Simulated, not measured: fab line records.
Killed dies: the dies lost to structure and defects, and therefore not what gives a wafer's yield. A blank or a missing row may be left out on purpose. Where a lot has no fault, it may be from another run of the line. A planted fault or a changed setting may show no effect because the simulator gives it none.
What tool caused it?	flow nandHarc	12 lots with 36 wafers sampled at 5 steps, on a route of 1302 steps

## WHAT THE GAUGES READ, wafer by wafer
NHARC_A_M1_INSPECT_11. Usual: rawDefectCount at 82, with a standard deviation of 32.
lot	measured	on	rawDefectCount	flag
L873	day 23 09:53	defectInspect-02	56 55 68	
L875	day 24 03:58	defectInspect-02	72 59 65	
L878	day 24 17:01	defectInspect-01	109 114 95	
L879	day 26 05:50	defectInspect-01	67 74 69	
L880	day 26 06:10	defectInspect-01	117 125 119	
L883	day 28 01:37	defectInspect-01	151 124 138	
L887	day 28 20:32	defectInspect-01	79 86 70	
L888	day 29 14:02	defectInspect-01	109 112 115	
L890	day 30 05:50	defectInspect-02	121 134 105	
L889	day 30 07:41	defectInspect-02	63 63 69	
L891	day 31 02:09	defectInspect-01	47 33 31	
L892	day 31 03:30	defectInspect-01	141 131 146	

NHARC_END_SORT_01. Usual: killedAtArray 56, standard deviation 17; killedAtOther 1.2, standard deviation 1.4; killedAtPeriphery 4, standard deviation 3.2; killedDies 61, standard deviation 16; killedOpen 3.6, standard deviation 2.1; killedShort 2.7, standard deviation 1.8.
lot	measured	on	killedAtArray	killedAtOther	killedAtPeriphery	killedDies	killedOpen	killedShort	flag
L891	day 32 21:46	prober-02	674 673 676	0 0 0	3 4 1	677 677 677	6 2 1	3 0 0	OFF
L892	day 32 20:02	prober-01	674 673 674	2 3 0	1 1 3	677 677 677	2 2 3	1 2 2	OFF

## WHAT TOOL EACH LOT RAN ON (gives the tool, then ch and the chambers of the sampled wafers, and finally the start)
lot	NHARC_A_M1_ETCH_15	NHARC_A_M1_STRIP_18	NHARC_A_M1_PRE_CLEAN_30
L873	rieDiel-06 ch 2,3, day 23 10:07	rieDiel-06 ch 0,2,3, day 23 10:22	pvdSputter-02, no start
L875	rieDiel-06 ch 1,2, day 24 04:12	rieDiel-06 ch 0,1, day 24 04:25	pvdSputter-01, no start
L878	rieDiel-04 ch 0,2,3, day 24 17:15	rieDiel-06 ch 0,1,2, day 24 17:29	pvdSputter-01, no start
L879	rieDiel-05 ch 1,2, day 26 06:06	rieDiel-06 ch 2,3, day 26 06:19	pvdSputter-03, no start
L880	rieDiel-04 ch 0,3, day 26 06:24	rieDiel-05 ch 2,3, day 26 06:36	pvdSputter-02, no start
L883	rieDiel-06 ch 0,2,3, day 28 01:51	rieDiel-06 ch 2,3, day 28 02:04	pvdSputter-02, no start
L887	rieDiel-05 ch 0,2, day 28 20:46	rieDiel-05 ch 2,3, day 28 20:58	pvdSputter-03, no start
L888	rieDiel-06 ch 0,1, day 29 14:16	rieDiel-05 ch 0,3, day 29 14:30	pvdSputter-02, no start
L890	rieDiel-06 ch 1,2, day 30 06:04	rieDiel-04 ch 0,1, day 30 06:18	pvdSputter-01, no start
L889	rieDiel-04 ch 0,1,3, day 30 07:56	rieDiel-05 ch 0,2,3, day 30 08:10	pvdSputter-01, no start
L891	rieDiel-06 ch 1,3, day 31 02:23	rieDiel-06 ch 1,3, day 31 02:35	pvdSputter-02, day 32 21:46 or earlier
L892	rieDiel-06 ch 0,2, day 31 03:44	rieDiel-04 ch 0,1,2, day 31 03:56	pvdSputter-01, day 32 20:02 or earlier
- NHARC_A_M1_ETCH_15: etches the open film in C4F8/Ar, target depth 182.5 nm, time 91.2 s.
- NHARC_A_M1_STRIP_18: strips in N2/H2.
- NHARC_A_M1_PRE_CLEAN_30: time 30 s.

## AS READ BY THE TOOLS THEMSELVES (means over the sampled wafers that have a number; for cases with no such wafer, the mark the record gives instead)
NHARC_A_M1_ETCH_15. Usual: biasW 299.9 W, standard deviation 0.94; chamberPressureMTorr 25.002 mTorr, standard deviation 0.022; oesProductAu 0.946 a.u., standard deviation 0.022; rfVppV 441.7 V, standard deviation 2.
lot	tool	biasW (W)	chamberPressureMTorr (mTorr)	oesProductAu (a.u.)	rfVppV (V)	flag
L873	rieDiel-06	300.3	24.969	0.960	440.4	
L875	rieDiel-06	300.7	25.002	0.971	440.7	
L878	rieDiel-04	299.7	24.998	0.953	441.7	
L879	rieDiel-05	299.0	25.004	0.954	442.5	
L880	rieDiel-04	299.6	25.018	0.950	440.9	
L883	rieDiel-06	300.2	25.013	0.920	442.1	
L887	rieDiel-05	300.5	25.028	0.954	442.1	
L888	rieDiel-06	299.7	25.000	0.974	441.9	
L890	rieDiel-06	300.4	25.002	0.937	440.8	
L889	rieDiel-04	299.8	24.995	0.929	442.3	
L891	rieDiel-06	-	-	-	-	OFF
L892	rieDiel-06	-	-	-	-	OFF

NHARC_A_M1_STRIP_18. Usual: drypumpMotorCurrentA 5.6 A, standard deviation 0.5; n2FlowSccm 150.0 sccm, standard deviation 0.5; oesProductAu 0.997 a.u., standard deviation 0.011; rfVppV 90.8 V, standard deviation 1; showerheadPlenumPTorr 2.06 Torr, standard deviation 0.068; throttleValvePct 14.172 %, standard deviation 0.009.
lot	tool	drypumpMotorCurrentA (A)	n2FlowSccm (sccm)	oesProductAu (a.u.)	rfVppV (V)	showerheadPlenumPTorr (Torr)	throttleValvePct (%)	flag
L873	rieDiel-06	5.4	150.2	0.991	91.2	2.05	14.172	
L875	rieDiel-06	5.1	149.7	0.996	91.6	2.09	14.169	
L878	rieDiel-06	5.2	150.2	1.001	91.2	2.05	14.168	
L879	rieDiel-06	5.4	149.9	0.993	91.0	2.03	14.171	
L880	rieDiel-05	6.2	150.2	1.005	91.2	2.07	14.177	
L883	rieDiel-06	5.5	149.8	0.986	89.7	2.09	14.174	
L887	rieDiel-05	6.4	150.3	0.991	89.9	2.02	14.179	
L888	rieDiel-05	6.4	150.4	0.995	90.7	1.98	14.170	
L890	rieDiel-04	5.0	149.7	0.993	90.6	2.10	14.164	
L889	rieDiel-05	6.3	149.9	0.992	90.8	2.02	14.180	
L891	rieDiel-06	5.3	149.9	0.983	91.3	2.13	14.175	
L892	rieDiel-04	5.3	150.4	1.008	91.5	2.11	14.172	

NHARC_A_M1_PRE_CLEAN_30. Usual: heaterPowerW at 408 W, with a standard deviation of 40.
lot	tool	heaterPowerW (W)	flag
L873	pvdSputter-02	451	
L875	pvdSputter-01	403	
L878	pvdSputter-01	389	
L879	pvdSputter-03	408	
L880	pvdSputter-02	445	
L883	pvdSputter-02	451	
L887	pvdSputter-03	454	
L888	pvdSputter-02	442	
L890	pvdSputter-01	383	
L889	pvdSputter-01	390	
L891	pvdSputter-02	437	
L892	pvdSputter-01	377	

## THE ANSWER, worked out from the rows above alone
Rule: a lot is off if the mean of its wafers that have a number lies more than 3 standard deviations from the usual mean. Also off: a lot with no number at a reading for which 4 or more lots have one. Any other lot the step has rows for is counted as sound. The gauges are gone through in route order, then the tools' own readings, and for those a lot's mean is taken as printed above. The first step at which some lot is off is used, and at that step the reading that is off furthest; a lot without a number counts as furthest.
Off, at NHARC_END_SORT_01 on killedDies: L891, L892. Neither off nor sound, because the step has no rows for them: L873, L875, L878, L879, L880, L883, L887, L888, L890, L889.
If a tool, at a process step before that reading, ran all the lots that are off and no sound lot after the first of them, it fits. The gauges at NHARC_END_SORT_01 aren't tried: what is off there is off at NHARC_A_M1_ETCH_15 too, on other tools, and a gauge's error can't cause that. Because NHARC_A_M1_PRE_CLEAN_30 lacks a start for some lots, the hours and order of its lots are taken from NHARC_END_SORT_01. One fits: NHARC_A_M1_ETCH_15 on rieDiel-06. It ran no sound lot before its first lot that is off in this sample, so the start can't be narrowed down.

## WHAT WAS PUT IN BY THE SIMULATOR
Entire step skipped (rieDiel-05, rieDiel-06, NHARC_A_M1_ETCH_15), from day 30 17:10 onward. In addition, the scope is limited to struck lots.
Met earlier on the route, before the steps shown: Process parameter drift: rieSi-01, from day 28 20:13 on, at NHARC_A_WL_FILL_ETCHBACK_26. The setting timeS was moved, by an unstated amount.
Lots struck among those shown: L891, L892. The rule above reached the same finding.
